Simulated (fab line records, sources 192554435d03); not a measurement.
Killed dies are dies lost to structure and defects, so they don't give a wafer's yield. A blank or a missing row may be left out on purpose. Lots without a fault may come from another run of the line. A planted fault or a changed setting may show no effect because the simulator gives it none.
Which tool did it? | flow n5_finfet | 15 lots, 44 wafers sampled, at 4 steps of a route of 1938

WHAT THE GAUGES READ, wafer by wafer
N5_BEOL_M5_CD_MEAS_18: pitch 56 nm, target cd 28 nm. Usual: cd_nm 28.0 nm, standard deviation 0.46.
lot  | measured     | on        | cd_nm (nm)     | flag
L118 | day 8 01:46  | cd_sem-01 | 28.0 27.6 27.9 |
L119 | day 9 12:02  | cd_sem-02 | 28.1 27.8      |
L121 | day 9 18:24  | cd_sem-03 | 28.2 28.3 28.1 |
L122 | day 10 04:50 | cd_sem-01 | 27.9 28.0 27.4 |
L124 | day 10 19:31 | cd_sem-01 | 28.3 27.9 28.4 |
L127 | day 11 06:29 | cd_sem-03 | 27.7 28.5 28.9 |
L129 | day 11 13:25 | cd_sem-02 | 27.3 27.4 27.7 |
L128 | day 11 15:02 | cd_sem-01 | 27.9 28.0 27.5 |
L131 | day 11 20:23 | cd_sem-02 | 27.9 27.9 28.5 |
L133 | day 12 06:34 | cd_sem-01 | 27.5 27.7 28.0 |
L132 | day 12 15:07 | cd_sem-02 | 28.4 28.6 28.1 |
L134 | day 12 23:25 | cd_sem-03 | 28.2 27.9 28.0 |
L136 | day 13 09:25 | cd_sem-03 | 28.2 28.0 28.5 |
L139 | day 14 09:45 | cd_sem-02 | 29.1 27.9 27.9 |
L140 | day 14 10:23 | cd_sem-03 | 27.4 27.7 28.1 |

N5_BEOL_M5_CD_MEAS_28: target cd 30.6 nm, target cd y 20 nm. Usual: cd_nm 30.60 nm, standard deviation 0.22.
lot  | measured     | on        | cd_nm (nm)        | flag
L118 | day 8 08:59  | cd_sem-01 | 30.49 30.63 30.65 |
L119 | day 9 12:55  | cd_sem-01 | - -               | OFF
L121 | day 9 20:01  | cd_sem-01 | - - -             | OFF
L122 | day 10 06:59 | cd_sem-02 | - - -             | OFF
L124 | day 10 22:02 | cd_sem-03 | 30.47 30.63 30.82 |
L127 | day 11 07:56 | cd_sem-02 | 30.61 31.05 30.70 |
L129 | day 11 13:59 | cd_sem-02 | 31.03 31.09 30.87 |
L128 | day 11 15:23 | cd_sem-01 | 30.67 31.04 30.70 |
L131 | day 11 20:56 | cd_sem-03 | 30.28 30.37 30.35 |
L133 | day 12 09:41 | cd_sem-01 | 30.88 30.39 30.53 |
L132 | day 12 16:01 | cd_sem-03 | 30.85 30.61 30.51 |
L134 | day 12 23:53 | cd_sem-03 | 30.79 31.00 30.56 |
L136 | day 13 12:19 | cd_sem-03 | 30.67 30.58 30.68 |
L139 | day 14 11:01 | cd_sem-02 | 30.54 30.55 30.66 |
L140 | day 14 10:50 | cd_sem-03 | 30.68 30.92 30.56 |

WHICH TOOL RAN EACH LOT (tool, then ch and the chambers of the sampled wafers, then the start)
lot  | N5_BEOL_M5_ETCH_72                 | N5_BEOL_M5_DEVELOP_27
L118 | rie_diel-02 ch 0,2,3, day 8 01:22  | litho_track-03 ch 0, day 8 08:56
L119 | rie_diel-05 ch 0,2, day 9 11:38    | litho_track-04, day 9 12:51
L121 | rie_diel-03 ch 0,1,2, day 9 17:59  | litho_track-04, day 9 19:57
L122 | rie_diel-03 ch 0,2, day 10 04:21   | litho_track-04, day 10 06:56
L124 | rie_diel-03 ch 0,2,3, day 10 19:07 | litho_track-03 ch 0, day 10 21:59
L127 | rie_diel-05 ch 2,3, day 11 06:05   | litho_track-03 ch 0, day 11 07:53
L129 | rie_diel-02 ch 0,3, day 11 12:59   | litho_track-04 ch 0, day 11 13:56
L128 | rie_diel-03 ch 2,3, day 11 14:38   | litho_track-04 ch 0, day 11 15:19
L131 | rie_diel-02 ch 1,2, day 11 19:59   | litho_track-04 ch 0, day 11 20:53
L133 | rie_diel-03 ch 1,2,3, day 12 06:10 | litho_track-04 ch 0, day 12 09:37
L132 | rie_diel-05 ch 1,2,3, day 12 14:40 | litho_track-05 ch 0, day 12 15:57
L134 | rie_diel-03 ch 0,1,3, day 12 23:01 | litho_track-04 ch 0, day 12 23:50
L136 | rie_diel-05 ch 0,1,2, day 13 09:01 | litho_track-05 ch 0, day 13 12:16
L139 | rie_diel-02 ch 0,2,3, day 14 09:21 | litho_track-05 ch 0, day 14 10:57
L140 | rie_diel-05 ch 0,2,3, day 14 09:50 | litho_track-03 ch 0, day 14 10:46
- N5_BEOL_M5_ETCH_72: etches underlayer in N2/H2, target depth 6.5 nm, time 5.2 s.
- N5_BEOL_M5_DEVELOP_27: develop time 30 s.

WHAT THE TOOLS THEMSELVES READ (means of the sampled wafers that have a number; where no wafer has one, the mark that the record gives instead)
N5_BEOL_M5_ETCH_72. Usual: drypump_motor_current_A 5.8 A, standard deviation 0.55; etch_rf_on_time_s 5.23 s, standard deviation 0.17; oes_product_au 0.68 a.u., standard deviation 0.089; rf_fwd_power_W 819.4 W, standard deviation 2.5; rf_vpp_V 524.6 V, standard deviation 2.7; showerhead_plenum_p_Torr 2.57 Torr, standard deviation 0.077; throttle_valve_pct 17.85 %, standard deviation 0.23.
lot  | tool        | drypump_motor_current_A (A) | etch_rf_on_time_s (s) | oes_product_au (a.u.) | rf_fwd_power_W (W) | rf_vpp_V (V) | showerhead_plenum_p_Torr (Torr) | throttle_valve_pct (%) | flag
L118 | rie_diel-02 | 5.8                         | 5.44                  | 0.59                  | 819.3              | 524.3        | 2.54                            | 17.80                  |
L119 | rie_diel-05 | 6.6                         | 5.38                  | 0.63                  | 821.0              | 523.2        | 2.49                            | 17.77                  |
L121 | rie_diel-03 | 5.7                         | 5.05                  | 0.75                  | 819.2              | 524.5        | 2.54                            | 17.96                  |
L122 | rie_diel-03 | 5.9                         | 5.12                  | 0.79                  | 818.8              | 524.1        | 2.54                            | 17.89                  |
L124 | rie_diel-03 | 5.6                         | 5.12                  | 0.73                  | 819.3              | 524.4        | 2.58                            | 17.92                  |
L127 | rie_diel-05 | 6.3                         | 5.33                  | 0.61                  | 821.0              | 524.6        | 2.56                            | 17.97                  |
L129 | rie_diel-02 | 5.9                         | 5.40                  | 0.57                  | 820.2              | 524.6        | 2.62                            | 17.92                  |
L128 | rie_diel-03 | 5.2                         | 5.16                  | 0.67                  | 818.8              | 527.5        | 2.62                            | 17.96                  |
L131 | rie_diel-02 | 6.2                         | 5.32                  | 0.71                  | 817.5              | 525.2        | 2.63                            | 17.57                  |
L133 | rie_diel-03 | 5.4                         | 5.03                  | 0.68                  | 818.3              | 525.7        | 2.58                            | 18.01                  |
L132 | rie_diel-05 | 5.9                         | 5.22                  | 0.66                  | 819.2              | 525.5        | 2.58                            | 17.91                  |
L134 | rie_diel-03 | 5.4                         | 5.02                  | 0.67                  | 820.7              | 524.7        | 2.54                            | 18.02                  |
L136 | rie_diel-05 | 6.2                         | 5.36                  | 0.66                  | 821.0              | 522.2        | 2.51                            | 17.78                  |
L139 | rie_diel-02 | 5.8                         | 5.25                  | 0.80                  | 819.5              | 526.9        | 2.63                            | 17.47                  |
L140 | rie_diel-05 | 6.3                         | 5.32                  | 0.60                  | 820.3              | 523.2        | 2.52                            | 17.96                  |

N5_BEOL_M5_DEVELOP_27. Usual: chill_plate_temp_C 23.02 C, standard deviation 0.1.
lot  | tool           | chill_plate_temp_C (C) | flag
L118 | litho_track-03 | 23.16                  |
L119 | litho_track-04 | -                      | OFF
L121 | litho_track-04 | -                      | OFF
L122 | litho_track-04 | -                      | OFF
L124 | litho_track-03 | 23.09                  |
L127 | litho_track-03 | 23.05                  |
L129 | litho_track-04 | 23.15                  |
L128 | litho_track-04 | 22.97                  |
L131 | litho_track-04 | 22.93                  |
L133 | litho_track-04 | 22.91                  |
L132 | litho_track-05 | 23.07                  |
L134 | litho_track-04 | 23.06                  |
L136 | litho_track-05 | 22.90                  |
L139 | litho_track-05 | 23.11                  |
L140 | litho_track-03 | 23.02                  |

THE ANSWER, worked out from the rows above alone
Rule: a lot is off if the mean of its wafers that have a number lies more than 3 standard deviations from the usual mean. A lot without any number at a reading at which 4 lots or more have one is off too. The other lots that the step has rows for count as sound. The gauges are gone through in route order, then the tools' own readings, and for those a lot's mean is taken as printed above. The first step at which some lot is off is used, and at that step the reading that is off furthest; a lot without a number counts as furthest.
Off: L119, L121, L122, at N5_BEOL_M5_CD_MEAS_28 (cd_nm). Without a number there: L119, L121, L122.
A tool fits if, at a process step before that reading, it ran every lot that is off, and no sound lot after the first of them. The gauges at N5_BEOL_M5_CD_MEAS_28 aren't tried: what is off there is off at N5_BEOL_M5_DEVELOP_27 too, on other tools, and a gauge's error can't cause that. None of those tried fits.

WHAT THE SIMULATOR HAD PUT IN
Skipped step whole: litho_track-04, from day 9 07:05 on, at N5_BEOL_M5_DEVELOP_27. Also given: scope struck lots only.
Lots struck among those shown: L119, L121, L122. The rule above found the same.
